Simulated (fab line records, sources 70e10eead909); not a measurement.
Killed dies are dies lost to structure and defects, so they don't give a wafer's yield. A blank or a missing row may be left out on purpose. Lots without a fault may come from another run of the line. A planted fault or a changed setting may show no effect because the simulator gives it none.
fab line records | flow nand_harc
record lots=7 wafers=21 last_day=23
route steps=1159 shown P_CONTACT@236 P_M0@253 END@1159
lots that met no fault: from a run of the same line without faults
start_h: hours from the record's first day to the start of the lot's first wafer shown | wait_h: hours since the lot's step before | " the same as in the row above | L1.1+2: a row that stands for several wafers | - no value, or no start given | * or withheld: withheld | < > ~ a bound
route shown NAME@n: a module of which the file shows steps, and the number in the route of the first | usual: mean/standard deviation of fault-free wafers | same: alike in all rows | chamber/n: place in a boat | sites: the reading at each site | _std_site: their standard deviation | _edge_site: outer sites' mean less inner sites' | radius_mm: how far each site lies from the wafer's centre | mask NAME#n: copy n | behind: the tool/chamber that last shaped the wafer | hold: why the lot was held/for how many hours/how that ended | device: the transistor (n, p or np) that didn't switch | end of line: the same wafers' tests at the end of the route | a step without rows: its recipe alone | killed: dies lost to structure and defects at the first sort, not the wafer's yield | map: a wafer's dies, x killed, . not, _ none there
set.NAME: the setting as run; set.NAME@STEP: as run at that earlier step | model.NAME: the simulator's own value behind a step, which no gauge read
lots at some steps of the route; a table a step, a row a wafer
services: from which hour (start_h, from the record's first day; less than 0 if before it) a tool's chamber was out of use, for how many hours, and why
## steps
# step NHARC_P_CONTACT_ETCH_35
# recipe target_depth_a=390 over_etch_frac=0.3 time_s=65 ion_energy_ev=80 cf4_flow_sccm=150 ar_flow_sccm=0 rf_w=300 bias_w=100 chemistry=CF4
# usual drypump_motor_current_A=5.6/0.36 oes_product_au=1.003/0.0064 rf_vpp_V=151.8/1.3 showerhead_plenum_p_Torr=1.82/0.081 throttle_valve_pct=13.284/0.0086
# columns lot.wafer tool chamber start_h wait_h drypump_motor_current_A oes_product_au rf_hours_counter_h rf_vpp_V showerhead_plenum_p_Torr throttle_valve_pct
L697.2 rie_diel-06 0 117.91 0.1 5.7 0.994 16 153.1 1.81 13.282
L697.1 " 1 " " 6.4 1.001 14 149.9 1.68 13.282
L697.5 " 0 " " 5.6 0.990 - 152.2 1.81 13.285
L700.1 rie_diel-07 0 129.98 0.1 6.0 1.008 7 151.5 1.70 13.279
L700.2 " 3 " " 5.3 1.007 6 151.8 1.77 13.272
L700.6 " 1 " " 5.3 1.015 - 150.5 1.71 13.279
L699.3 rie_diel-11 2 130.58 0.1 4.7 1.008 11 151.9 1.89 13.293
L699.5 " 3 " " 5.6 1.004 - 151.8 1.90 13.277
L699.6 " 0 " " 5.5 1.005 - 152.2 1.89 13.300
L703.1 rie_diel-11 3 154.89 0.1 5.7 0.996 14 155.4 1.90 13.277
L703.5 " 0 " " 5.5 1.003 - 153.5 1.89 13.292
L703.4 " 1 " " 5.7 1.008 - 152.0 1.87 13.278
L710.3 rie_diel-06 0 195.38 0.1 5.6 0.998 41 151.3 1.80 13.295
L710.2 " 1 " " 6.3 0.995 42 149.5 1.67 13.282
L710.6 " 3 " " 5.5 0.995 - 152.2 1.90 13.271
L709.1 rie_diel-06 3 196.26 0.1 5.5 1.008 43 152.6 1.90 13.289
L709.4 " 0 " " 5.6 0.999 42 151.9 1.80 13.270
L709.3 " 2 " " 5.8 1.006 44 151.9 1.86 13.273
L712.3 rie_diel-11 2 213.73 0.1 4.7 1.016 1 151.8 1.89 13.291
L712.4 " 3 " " 5.6 1.007 1 152.8 1.90 13.288
L712.5 " 2 " " 4.7 1.010 - 153.8 1.89 13.272
# step NHARC_P_CONTACT_ETCH_36
# recipe target_depth_a=2600 over_etch_frac=0.25 time_s=406.25 ion_energy_ev=200 n2_flow_sccm=150 h2_flow_sccm=150 ar_flow_sccm=0 rf_w=400 bias_w=150 chemistry=N2/H2
# step NHARC_P_CONTACT_ETCH_18
# recipe target_depth_a=4810 time_s=240.5 c4f8_flow_sccm=20 o2_flow_sccm=10 ar_flow_sccm=withheld rf_w=600 bias_w=1500 chemistry=C4F8/O2/Ar
# usual oes_product_au=0.961/0.018 rf_vpp_V=982/6.6
# columns lot.wafer tool chamber start_h wait_h oes_product_au rf_hours_counter_h rf_vpp_V
L697.1 rie_diel-06 1 - - 0.949 15 974
L697.2 " 2 " " 0.951 14 986
L697.5 " 2 " " 0.959 - 987
L700.2 rie_diel-07 2 - - 0.980 8 983
L700.1 " 3 " " 0.980 6 978
L700.6 " 0 " " 0.972 - 973
L699.3 rie_diel-11 3 - - 0.948 12 990
L699.5 " 0 " " 0.962 - 988
L699.6 " 1 " " 0.951 - 987
L703.1 rie_diel-11 2 - - 1.003 13 988
L703.4 " 3 " " 0.962 14 988
L703.5 " 1 " " 0.967 - 985
L710.3 rie_diel-06 1 - - 0.922 42 971
L710.2 " 0 " " 0.917 42 981
L710.6 " 1 " " 0.920 - 971
L709.1 rie_diel-06 3 - - 0.935 44 989
L709.4 " 1 " " 0.926 42 968
L709.3 " 2 " " 0.939 44 985
L712.4 rie_diel-11 3 - - 0.992 1 989
L712.3 " 1 " " 0.969 1 987
L712.5 " 0 " " 0.988 - 988
# step NHARC_P_CONTACT_STRIP_37
# recipe c4f8_flow_sccm=withheld o2_flow_sccm=8 ar_flow_sccm=withheld bias_w=0 chemistry=C4F8/O2/Ar
# step NHARC_P_CONTACT_ETCH_31
# recipe target_depth_a=300 time_s=85.7 ion_energy_ev=120 over_etch_frac=1 ch3f_flow_sccm=50 o2_flow_sccm=30 ar_flow_sccm=200 rf_w=500 bias_w=100 chemistry=CH3F/O2
# step NHARC_P_CONTACT_CD_MEAS_19
# usual cd_nm=89.3/1.1
# columns lot.wafer tool chamber start_h wait_h cd_nm
L697.1 cd_sem-03 - 118.76 - 90.2
L697.2 " - " " 88.7
L697.5 " - " " 88.1
L700.1 cd_sem-03 - 130.77 - 90.7
L700.2 " - " " 89.8
L700.6 " - " " 89.6
L699.3 cd_sem-02 - 131.40 - 88.7
L699.5 " - " " 90.0
L699.6 " - " " 90.2
L703.1 cd_sem-02 - 155.74 - 89.9
L703.4 " - " " 89.1
L703.5 " - " " 88.2
L710.2 cd_sem-02 - 196.82 - 90.1
L710.3 " - " " 88.6
L710.6 " - " " 88.2
L709.1 cd_sem-02 - 197.14 - 87.6
L709.3 " - " " 89.2
L709.4 " - " " 89.7
L712.3 cd_sem-03 - 214.52 - 89.5
L712.4 " - " " 88.1
L712.5 " - " " 88.4
# step NHARC_P_CONTACT_STRIP_28
# recipe o2_flow_sccm=500 ar_flow_sccm=0 bias_w=0 chemistry=O2
# step NHARC_P_CONTACT_STRIP_29
# recipe time_s=1200 temp_c=72.5 chemistry=post_etch_residue_remover
# step NHARC_P_CONTACT_DEGAS_38
# recipe temp_c=300 time_s=60
# step NHARC_P_CONTACT_PRE_CLEAN_39
# recipe time_s=19.5 bias_v=250 gas=Ar
# step NHARC_P_CONTACT_PVD_32
# recipe target_thk_a=50 chamber_pressure_pa=5 power_w=5000 substrate_temp_c=200 time_s=17.7 material=Ti
# usual throttle_valve_pct=30.0/0.77
# columns lot.wafer tool chamber start_h wait_h throttle_valve_pct
L697.2 pvd_sputter-01 - - - 29.8
L697.1 " - " " 29.6
L697.5 " - " " 30.2
L700.1 pvd_sputter-02 - - - 30.5
L700.2 " - " " 28.2
L700.6 " - " " 30.8
L699.3 pvd_sputter-02 - - - 28.2
L699.6 " - " " 28.2
L699.5 " - " " 30.8
L703.1 pvd_sputter-03 - - - 30.0
L703.4 " - " " 29.3
L703.5 " - " " 29.9
L710.3 pvd_sputter-01 - - - 29.9
L710.2 " - " " 29.5
L710.6 " - " " 29.9
L709.4 pvd_sputter-03 - - - 30.9
L709.1 " - " " 31.1
L709.3 " - " " 29.8
L712.3 pvd_sputter-01 - - - 29.5
L712.4 " - " " 29.5
L712.5 " - " " 29.4
# step NHARC_P_CONTACT_ALD_22
# recipe target_thk_a=30 pulse_time_s=1 ald_cycles=150 temp_c=450 material=TiN
# step NHARC_P_CONTACT_CVD_23
# recipe target_thk_a=2000 temp_c=300 pressure_torr=40 wf6_flow_sccm=40 h2_flow_sccm=1600 ar_flow_sccm=1560 time_s=557 material=W
# usual heater_power_outer_w=266/29 heater_power_w=461/42 mfc_h2_sccm=1599/4.8 throttle_valve_pct=7.97/0.22
# columns lot.wafer tool chamber start_h wait_h heater_power_outer_w heater_power_w mfc_h2_sccm throttle_valve_pct
L697.1 cvd_w-02 1 125.24 - 265 486 1598 7.98
L697.2 " 0 " " 322 512 1599 8.05
L697.5 " 1 " " 269 487 1604 7.74
L700.1 cvd_w-01 1 131.93 - 242 455 1608 7.99
L700.2 " 0 " " 243 406 1602 7.70
L700.6 " 0 " " 242 402 1598 7.54
L699.3 cvd_w-02 0 132.81 - 312 524 1601 8.37
L699.6 " 0 " " 304 522 1610 8.05
L699.5 " 1 " " 265 499 1590 7.63
L703.1 cvd_w-02 1 157.54 - 269 486 1600 7.76
L703.4 " 0 " " 319 513 1596 8.51
L703.5 " 0 " " 308 528 1602 8.34
L710.2 cvd_w-01 0 203.38 - 245 409 1600 7.75
L710.3 " 1 " " 248 453 1598 8.21
L710.6 " 1 " " 249 453 1600 7.83
L709.1 cvd_w-01 0 203.82 - 244 405 1600 7.83
L709.4 " 0 " " 239 407 1606 7.78
L709.3 " 1 " " 244 445 1593 8.10
L712.3 cvd_w-01 1 216.27 - 240 451 1594 8.20
L712.4 " 0 " " 242 401 1599 7.94
L712.5 " 1 " " 249 438 1595 8.05
# step NHARC_P_CONTACT_CMP_24
# recipe t_overpolish_s=30 target_thk_nm=200
# step NHARC_P_CONTACT_SRD_26
# step NHARC_P_M0_DEP_00
# recipe target_thk_a=1500 target_thk_nm=150 temp_c=withheld pressure_torr=5 flow_sccm=200 rf_w=600 material=SiOC
# step NHARC_P_M0_DEHYDRATE_01
# recipe temp_c=150 time_s=120
# step NHARC_P_M0_HMDS_02
# recipe time_s=30
# step NHARC_P_M0_COAT_33
# recipe temp_c=200 time_s=65
# step NHARC_P_M0_COAT_03
# recipe spin_rpm=1500 resist_thk_nm=90
# step NHARC_P_M0_SOFTBAKE_04
# recipe temp_c=105 time_s=55
# step NHARC_P_M0_EBR_05
# step NHARC_P_M0_EXPOSE_06
# recipe na=1.35 target_cd_nm=90 dose_mj=81.28 mask_id=P_M0
# step NHARC_P_M0_PEB_07
# recipe peb_temp_c=100 peb_time_s=65
# step NHARC_P_M0_DEVELOP_08
# recipe develop_time_s=35 dev_temp_c=23
# step NHARC_P_M0_CD_MEAS_09
# recipe target_cd_nm=90 landing_energy_ev=500
# usual cd_nm=90.0/0.57
# columns lot.wafer tool chamber start_h wait_h cd_nm
L697.1 cd_sem-02 0 127.22 - 90.5
L697.2 " 0 " " 91.3
L697.5 " 0 " " 90.4
L700.1 cd_sem-02 0 133.89 - 89.9
L700.2 " 0 " " 89.1
L700.6 " 0 " " 89.8
L699.3 cd_sem-03 0 134.58 - 89.3
L699.5 " 0 " " 89.2
L699.6 " 0 " " 89.9
L703.1 cd_sem-03 0 159.56 - 89.5
L703.4 " 0 " " 89.4
L703.5 " 0 " " 89.9
L710.2 cd_sem-03 0 205.14 - 89.6
L710.3 " 0 " " 89.5
L710.6 " 0 " " 89.7
L709.1 cd_sem-03 0 205.78 - 90.2
L709.3 " 0 " " 90.1
L709.4 " 0 " " 90.5
L712.3 cd_sem-02 0 218.18 - 89.8
L712.4 " 0 " " 90.4
L712.5 " 0 " " 90.5
# step NHARC_P_M0_OVL_MEAS_10
# recipe pitch_nm=180
# usual overlay_x_nm=0.0/0.69 overlay_y_nm=0.2/0.77
# columns lot.wafer tool chamber start_h wait_h overlay_x_nm overlay_y_nm
L697.1 overlay-01 - 127.30 - -0.9 0.4
L697.2 " - " " -0.7 0.7
L697.5 " - " " -1.5 0.7
L700.1 overlay-01 - 133.98 - -0.8 0.5
L700.2 " - " " -0.7 0.4
L700.6 " - " " -0.7 0.4
L699.3 overlay-01 - 134.67 - -0.4 0.5
L699.5 " - " " -0.4 0.1
L699.6 " - " " -0.2 0.6
L703.1 overlay-02 - 159.65 - 0.6 0.8
L703.4 " - " " 0.8 1.0
L703.5 " - " " 0.8 0.7
L710.2 overlay-01 - 205.23 - -0.1 0.5
L710.3 " - " " -0.3 0.1
L710.6 " - " " -0.2 -0.1
L709.1 overlay-02 - 205.87 - -0.2 0.5
L709.3 " - " " 0.3 0.7
L709.4 " - " " 0.2 0.6
L712.3 overlay-02 - 218.26 - 0.5 1.2
L712.4 " - " " 0.2 1.7
L712.5 " - " " -0.3 1.9
# step NHARC_P_M0_DESCUM_14
# recipe time_s=3 o2_flow_sccm=200 ar_flow_sccm=0 bias_power_w=0 chemistry=O2
# step NHARC_P_M0_ETCH_34
# recipe target_depth_a=400 overetch_a=120 time_s=43.94 ion_energy_ev=200 n2_flow_sccm=150 h2_flow_sccm=150 ar_flow_sccm=0 rf_w=400 bias_w=150 chemistry=N2/H2
# step NHARC_P_M0_ETCH_15
# recipe target_depth_a=1500 overetch_a=150 time_s=82.5 c4f8_flow_sccm=withheld ar_flow_sccm=400 rf_w=600 bias_w=300 chemistry=C4F8/Ar
# usual oes_product_au=0.953/0.022 rf_vpp_V=441.1/2.2
# columns lot.wafer tool chamber start_h wait_h oes_product_au rf_hours_counter_h rf_vpp_V
L697.1 rie_diel-13 2 - - 0.990 1.1 445.1
L697.2 " 3 " " 0.985 1.3 438.4
L697.5 " 2 " " 0.983 - 445.5
L700.2 rie_diel-01 0 - - 0.935 9.0 444.5
L700.1 " 2 " " 0.939 9.6 440.8
L700.6 " 0 " " 0.934 - 444.4
L699.3 rie_diel-01 2 - - 0.932 9.7 440.3
L699.6 " 0 " " 0.926 - 445.3
L699.5 " 1 " " 0.932 - 438.4
L703.4 rie_diel-09 2 - - 0.925 4.7 439.8
L703.1 " 3 " " 0.919 4.2 439.4
L703.5 " 3 " " 0.923 - 439.3
L710.3 rie_diel-01 0 - - 0.957 3.6 444.9
L710.2 " 1 " " 0.961 3.4 441.4
L710.6 " 3 " " 0.972 - 440.4
L709.1 rie_diel-01 0 - - 0.951 3.7 445.4
L709.3 " 1 " " 0.958 3.4 439.2
L709.4 " 3 " " 0.973 3.5 440.3
L712.3 rie_diel-09 3 - - 0.960 8.4 438.8
L712.4 " 2 " " 0.974 8.5 440.0
L712.5 " 0 " " 0.959 - 442.6
# step NHARC_P_M0_CD_MEAS_16
# usual cd_nm=89.9/0.65
# columns lot.wafer tool chamber start_h wait_h cd_nm
L697.1 cd_sem-01 - 127.70 - 89.8
L697.2 " - " " 90.8
L697.5 " - " " 89.5
L700.1 cd_sem-03 - 134.37 - 89.5
L700.2 " - " " 89.2
L700.6 " - " " 89.9
L699.3 cd_sem-03 - 135.07 - 89.4
L699.5 " - " " 89.3
L699.6 " - " " 89.9
L703.1 cd_sem-01 - 160.04 - 88.9
L703.4 " - " " 89.5
L703.5 " - " " 89.2
L710.2 cd_sem-02 - 205.63 - 89.7
L710.3 " - " " 88.9
L710.6 " - " " 89.7
L709.1 cd_sem-01 - 206.27 - 90.3
L709.3 " - " " 90.3
L709.4 " - " " 90.5
L712.3 cd_sem-01 - 218.66 - 89.7
L712.4 " - " " 90.5
L712.5 " - " " 91.1
# step NHARC_P_M0_STRIP_18
# recipe power_w=1000 n2_flow_sccm=150 h2_flow_sccm=150 ar_flow_sccm=0 bias_w=0 chemistry=N2/H2
# step NHARC_P_M0_STRIP_19
# recipe time_s=600 temp_c=30 chemistry=post_etch_residue_remover
# step NHARC_P_M0_DEGAS_28
# recipe temp_c=250 time_s=60
# usual heater_power_w=347/23
# columns lot.wafer tool chamber start_h wait_h heater_power_w
L697.1 pvd_sputter-02 - 128.32 - 380
L697.2 " - " " 319
L697.5 " - " " 381
L700.2 pvd_sputter-02 - 135.01 - 365
L700.1 " - " " 390
L700.6 " - " " 372
L699.3 pvd_sputter-01 - 135.71 - 346
L699.5 " - " " 346
L699.6 " - " " 302
L703.1 pvd_sputter-02 - 160.68 - 383
L703.4 " - " " 366
L703.5 " - " " 368
L710.2 pvd_sputter-03 - 206.25 - 352
L710.3 " - " " 366
L710.6 " - " " 355
L709.1 pvd_sputter-01 - 206.88 - 350
L709.4 " - " " 338
L709.3 " - " " 296
L712.4 pvd_sputter-01 - 219.28 - 353
L712.3 " - " " 309
L712.5 " - " " 334
# step NHARC_P_M0_PRE_CLEAN_29
# recipe time_s=30 temp_c=280 gas=H2/He
# step NHARC_P_M0_PVD_20
# recipe target_thk_a=50 bias_v=168.6 power_w=15000 chamber_pressure_pa=0.12 time_s=8.06 substrate_temp_c=50 material=TaN
# step NHARC_P_M0_PVD_21
# recipe target_thk_a=300 chamber_pressure_pa=5 power_w=5000 substrate_temp_c=30 time_s=20.49 material=Cu
# step NHARC_P_M0_ECD_22
# recipe target_thk_a=4000 bath_temp_c=25 material=Cu
# step NHARC_P_M0_ANNEAL_30
# recipe temp_c=225 time_s=90
# step NHARC_END_SORT_01
# recipe temp_c=25
# usual killed_at_array=27/11 killed_at_other=0.8/1.4 killed_at_periphery=3.3/2 killed_dies=31/11 killed_open=3.4/1.8 killed_short=2.1/1.3
# same gross_dies=677
# columns lot.wafer tool chamber start_h wait_h killed_at_array killed_at_other killed_at_periphery killed_dies killed_open killed_short
L710.2 prober-01 0 516.75 2.8 43 0 23 66 2 2
L709.1 prober-02 0 520.19 2.5 16 0 24 40 3 1
L709.4 prober-02 0 522.61 3.4 16 0 22 38 2 1
L712.4 prober-01 0 540.75 3.4 15 0 28 43 2 2
# killed by level:class
L710.2 P_CONTACT:unspecified=20 A_SLIT:chamber_film_flake=16 A_CHANNEL_HOLE_D1:chamber_film_flake=14 A_STAIRCASE:chamber_film_flake=5 A_BONDPAD:chamber_film_flake=3 A_CONTACT:chamber_film_flake=3 P_CONTACT:geometric_particle:short=1 P_CONTACT:geometric_particle:open=1
L709.1 P_CONTACT:unspecified=22 A_CHANNEL_HOLE_D1:chamber_film_flake=5 A_CHANNEL_FILL_D1:chamber_film_flake=5 P_STI:geometric_particle:open=1 A_CHANNEL_FILL_D1:geometric_particle:open=1 A_WL_FILL:geometric_particle:short=1 A_CONTACT:geometric_particle:open=1 P_ZERO_WELL:chamber_film_flake=1
L709.4 P_CONTACT:unspecified=21 A_CHANNEL_FILL_D1:chamber_film_flake=5 A_CONTACT:chamber_film_flake=3 A_ZERO_WELL:chamber_film_flake=2 A_CHANNEL_HOLE_D1:chamber_film_flake=2 P_GATE:geometric_particle:open=1 A_CHANNEL_FILL_D1:geometric_particle:open=1 A_WL_FILL:geometric_particle:short=1
L712.4 P_CONTACT:unspecified=22 A_CHANNEL_HOLE_D1:chamber_film_flake=6 P_ZERO_WELL:chamber_film_flake=4 A_ZERO_WELL:chamber_film_flake=2 A_STAIRCASE:chamber_film_flake=2 A_SOURCE_PLATE:geometric_particle:short=1 A_SGD_CUT:geometric_particle:open=1 A_SGD_CUT:geometric_particle:short=1
# map L709.1 (x killed, . not)
____________.____________
_________......._________
_______..........._______
______.............______
_____..............x_____
____.................____
____x................____
___...................___
___...................___
__.x...................__
__..x..................__
_......................._
_.x....................._
_.....x................._
_....xx........x...x...._
_......x................_
....x....................
.........................
.........................
.........................
.....x...................
_......x................_
_......................._
_.......x.....x........._
_......................._
_......................._
__.....................__
__.....................__
___...................___
___...................___
____....x............____
____..xxxxxx.........____
_____xx.xxx...x....._____
______..xxx........______
_______xxxxx......_______
_________xxx...._________
____________.____________
# map L710.2 (x killed, . not)
____________.____________
_________......._________
_______...x......._______
______.............______
_____..............._____
____.................____
____x.x..............____
___xxx................___
___xx.................___
__.x.xx................__
__.xxxx........x.......__
_xxxx..................._
_xxxxx..........x......._
_xxxx..x................_
_..xx..................._
_.x.x..........x........_
..x.............x........
x........................
.........................
.................x.......
...x.....................
_......................._
_..x....x..............._
_......................._
_.................x....._
_......................._
__....x................__
__......x..............__
___.....x.............___
___...................___
____.....x...........____
____.................____
_____..x.xxxx......._____
______.xxx.........______
_______xxxx.x....._______
_________xxxx.x._________
____________.____________
## services
# columns tool chamber start_h hours kind
rie_diel-11 0 95.02 - clean
rie_diel-11 1 95.02 - clean
rie_diel-13 - 99.00 9.0 pm
pvd_sputter-03 - 102.00 10.0 pm
rie_diel-07 - 108.36 0.9 repair
rie_diel-11 2 109.19 7.4 repair
cvd_w-01 - 114.28 13.0 pm
rie_diel-13 1 117.18 2.7 repair
pvd_sputter-01 - 122.65 1.6 repair
pvd_sputter-03 - 127.02 8.8 repair
rie_diel-01 - 137.80 9.0 pm
rie_diel-11 2 149.65 5.6 repair
pvd_sputter-01 - 150.90 3.5 repair
pvd_sputter-01 - 158.00 10.0 pm
cvd_w-01 - 159.83 0.6 repair
pvd_sputter-02 - 170.59 4.0 repair
rie_diel-07 3 173.97 4.9 repair
pvd_sputter-01 - 174.45 6.7 repair
rie_diel-07 0 179.07 7.1 repair
rie_diel-11 - 189.50 9.0 pm
pvd_sputter-03 - 191.86 2.5 repair
cvd_w-02 - 195.00 13.0 pm
pvd_sputter-02 - 209.49 1.5 repair
pvd_sputter-02 - 214.00 10.0 pm
## key
first_sign step=NHARC_END_SORT_01 reading=killed_at_periphery direction=up sigmas=10 usual=3.3 struck=24.2
more_kills_born_at NHARC_P_CONTACT_CVD_23@cvd_w-01=85
met_at NHARC_P_CONTACT_CVD_23
struck_wafers L709.1,L709.4,L710.2,L712.4
tester_left_out L709,L710,L712
onset_between 131.93 203.38
fault kind=chamber_particle_source tool=cvd_w-01 chamber=0 onset_h=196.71 steps=NHARC_P_CONTACT_CVD_23 rate_per_visit_cm2=0.06877 end_h=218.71
# tester_left_out: of these lots the tester's yield and bins aren't shown, on N5 and GAA mostly nor the transistor test; their killed dies are dies lost to structure and defects alone, not to doping, threshold or leakage, so they don't give the yield
